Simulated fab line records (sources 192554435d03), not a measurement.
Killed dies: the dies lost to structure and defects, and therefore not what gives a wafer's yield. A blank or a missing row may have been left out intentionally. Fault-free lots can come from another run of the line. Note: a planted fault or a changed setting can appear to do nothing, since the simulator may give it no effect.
Split-lot study -- flow n5_finfet -- route with 1938 steps; 7 lots, 21 wafers read

== ABOUT THE SPLIT ==
At N5_MOL_CONTACT_COAG_EXPOSE_81 (exposes mask VG, defocus 0 nm), the setting dose_mj was moved away from the recipe's 59.5 on 6 of the 21 wafers read, by -7.1% to +6.1%. All remaining wafers had this setting at the recipe value.

== FROM THE SPLIT TO THE READING: what the file shows between them, 2 steps ==
- N5_MOL_CONTACT_COAG_PEB_82: peb time 60 s
- N5_MOL_CONTACT_COAG_DEVELOP_83: develop time 30 s

== THE READING ==
cd_nm, in nm, at N5_MOL_CONTACT_COAG_CD_MEAS_84 (target cd 25.1 nm). Typical for fault-free wafers on this fab line: 25.04 nm, with standard deviation 0.27 nm.

wafer,"tool, chamber at the split",dose_mj as run,against the recipe,"cd_nm, nm",against lot-mates on the recipe
L086.3,"euv_scanner-02, 0",59.5,recipe,24.50,-
L086.4,"euv_scanner-02, 0",59.5,recipe,24.92,-
L086.6,"euv_scanner-02, 0",60.92,+2.4%,25.38,+0.67
L087.1,"euv_scanner-02, 0",63.12,+6.1%,25.68,+0.71
L087.3,"euv_scanner-02, 0",59.5,recipe,24.90,-
L087.6,"euv_scanner-02, 0",59.5,recipe,25.04,-
L088.3,"euv_scanner-02, 0",57.45,-3.4%,24.13,-0.71
L088.4,"euv_scanner-02, 0",59.5,recipe,24.83,-
L088.5,"euv_scanner-02, 0",59.5,recipe,24.85,-
L090.1,"euv_scanner-01, 0",59.5,recipe,24.88,-
L090.5,"euv_scanner-01, 0",62.02,+4.2%,25.69,+0.81
L090.6,"euv_scanner-01, 0",62.02,+4.2%,26.34,+1.46
L093.2,"euv_scanner-02, 0",59.5,recipe,24.46,-
L093.4,"euv_scanner-02, 0",59.5,recipe,25.53,-
L093.5,"euv_scanner-02, 0",59.5,recipe,24.77,-
L096.1,"euv_scanner-02, 0",59.5,recipe,25.11,-
L096.2,"euv_scanner-02, 0",59.5,recipe,24.98,-
L096.6,"euv_scanner-02, 0",55.29,-7.1%,23.49,-1.56
L097.4,"euv_scanner-02, 0",59.5,recipe,25.30,-
L097.5,"euv_scanner-02, 0",59.5,recipe,25.13,-
L097.6,"euv_scanner-02, 0",59.5,recipe,25.03,-

THE FIT
A straight line over all 21 wafers: cd_nm changes by +0.197 nm for each +1% of dose_mj; r = +0.88; the points scatter about the line by 0.29 nm.
The same after taking each lot's own level away (the mean of its wafers on the recipe; 21 wafers): +0.206 nm for each +1%; r = +0.90; scatter 0.27 nm.
Per that fit: largest dose_mj move, reading shift of 1.5 nm.
The span of the lots' own levels, 24.710 to 25.153 nm, comes to 1.6 times the standard deviation stated above.
The two slopes are in agreement: the lot-to-lot level therefore moves the slope only a little.
Check: for one of the wafers moved furthest among these (-7.1%), held out of the fit, the line's prediction against its lot-mates is -1.38 nm. It came out at -1.56 nm against them.

== THESE WAFERS: OTHER SPLITS ==
Before the reading, these wafers also passed through other splits. Each is held against what the fit with the lots' levels taken away leaves over:
other split on the same wafers,wafers away from the commonest value,r with cd_nm (lot level and that fit taken away)
N5_SD_EPI_N_DESCUM_14 time_s,9,-0.22
N5_SDB_COAT_04 spin_rpm,7,+0.06
N5_SDB_ETCH_18 source_w,4,-0.28
N5_HKMG_FIN_ETCH_55 bias_w,5,+0.24
N5_GATE_CUT_DESCUM_18 time_s,8,-0.20
N5_MOL_CONTACT_COAG_ETCH_105 bias_w,7,+0.22
N5_MOL_CONTACT_COAG_PECVD_31 temp_c,4,+0.10

== FILE'S OWN FIT ==
cd_nm changes by +0.198 nm for each +1% of dose_mj, r = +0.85.
